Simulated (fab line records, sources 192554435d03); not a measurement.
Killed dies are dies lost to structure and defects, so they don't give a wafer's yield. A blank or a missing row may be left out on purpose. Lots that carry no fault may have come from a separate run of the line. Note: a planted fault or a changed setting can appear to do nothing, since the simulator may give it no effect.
Problem report, 8D (eight disciplines) form, completed by code    flow n5 finfet    the parts of the form that need people (team, actions taken, sign-off) are left out

## 1. THE PROBLEM
Mean of run length s at N5_BEOL_M2_ETCH_70: 144.1 s across 3 wafers in 3 lots; on wafers with no fault it is 153.5 s (standard deviation 0.41). Measured from the usual mean, that is -23 standard deviations.
The step: etches SOC in N2/H2, target depth 80 nm, overetch 24 nm, time 130 s.
Seen first at day 10 00:17 on rie diel-02, wafer L305.4. The record has a number at this step for 19 wafers belonging to 7 lots. By rule, "out" or "out of limits" means more than 4 standard deviations away from the usual mean. The other wafers with a number count as sound.

## 2. WHAT IT IS AND WHAT IT IS NOT
question                     is                      is not
which readings at this step  run length s            drypump motor current A, oes product au, rf vpp V, showerhead plenum p Torr, throttle valve pct
which lots                   L305, L307, L308        L299, L300, L312, L315
which wafers of those lots   L305.4, L307.4, L308.4  L305.2, L307.2, L307.5, L308.2
read on which tools          rie diel-02             rie diel-05
when                         from day 10 00:17       up to then (7 sound wafers); but 9 sound wafers of L307, L308, L312, L315 came after

## 3. THE SUSPECTS, EACH WITH WHAT RULES IT OUT
Counting: any tool at a process step up to the reading remains a suspect provided it ran every lot that is out. Sound lots after the first of them don't rule it out here, since some wafers of a struck lot are sound.
- ald sin-04 at N5_BEOL_M2_ALD_98 (deposits SiO2, target thk 2.5 nm, pulse time 1 s, co reactant pulse time 1 s): kept. It processed each lot that is out (first: L305, day 9 18:36); up to then, its last sound lot is L300 (day 8 13:44).
- rie diel-02 at N5_BEOL_M2_ETCHBACK_99 (etches SiO2 in CHF3, target depth 5 nm, time 10.4 s): kept. It processed each lot that is out (first: L305, day 10 00:14); up to then, its last sound lot is L300 (day 8 16:45).
- rie diel-02 at N5_BEOL_M2_ETCH_70 (etches SOC in N2/H2, target depth 80 nm, overetch 24 nm, time 130 s): kept. It processed each lot that is out (first: L305, day 10 00:17); up to then, its last sound lot is L300 (day 8 16:47). On those wafers its own readings are out: run length s.
- Within ald sin-04 at N5_BEOL_M2_ALD_98: the wafers that are out ran in chambers 0, 3; their sound lot-mates ran in chambers 1, 2.
ald sin-04 at N5_BEOL_M2_ALD_98, rie diel-02 at N5_BEOL_M2_ETCHBACK_99 and rie diel-02 at N5_BEOL_M2_ETCH_70 are what is left after counting.

## 4. THE CAUSE (what the simulator had put in)
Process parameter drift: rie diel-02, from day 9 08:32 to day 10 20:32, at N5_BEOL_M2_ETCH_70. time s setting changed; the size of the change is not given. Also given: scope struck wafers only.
3 suspects survive the count, and this tool is in that group.

## 5. THE CHAIN OF EFFECTS, in route order
Each row: a reading whose mean over the struck wafers that have a number lies more than 3 standard deviations from the usual. Only readings whose record carries a usual standard deviation are examined. hours: median over the lots of the time between each lot's start at the first step of this table that gives one and its start at this step. sigmas: the change, counted in usual standard deviations.
hours  step                reading       usual    on struck wafers  change  sigmas
0      N5_BEOL_M2_ETCH_70  run length s  153.5 s  144.1             -9.4    -23
Here are the process steps it includes:
- N5_BEOL_M2_ETCH_70: etches SOC in N2/H2, target depth 80 nm, overetch 24 nm, time 130 s.
At these later measuring or inspecting steps, every struck wafer for which the step has a row has a number for every such reading, and none has moved that far: N5_BEOL_M4_RC_MEAS_101.

## 6. HOW IT WOULD HAVE BEEN CAUGHT EARLIER
The fault began at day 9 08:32; the first out-of-limits reading in this record came at day 10 00:17, 16 hours later.
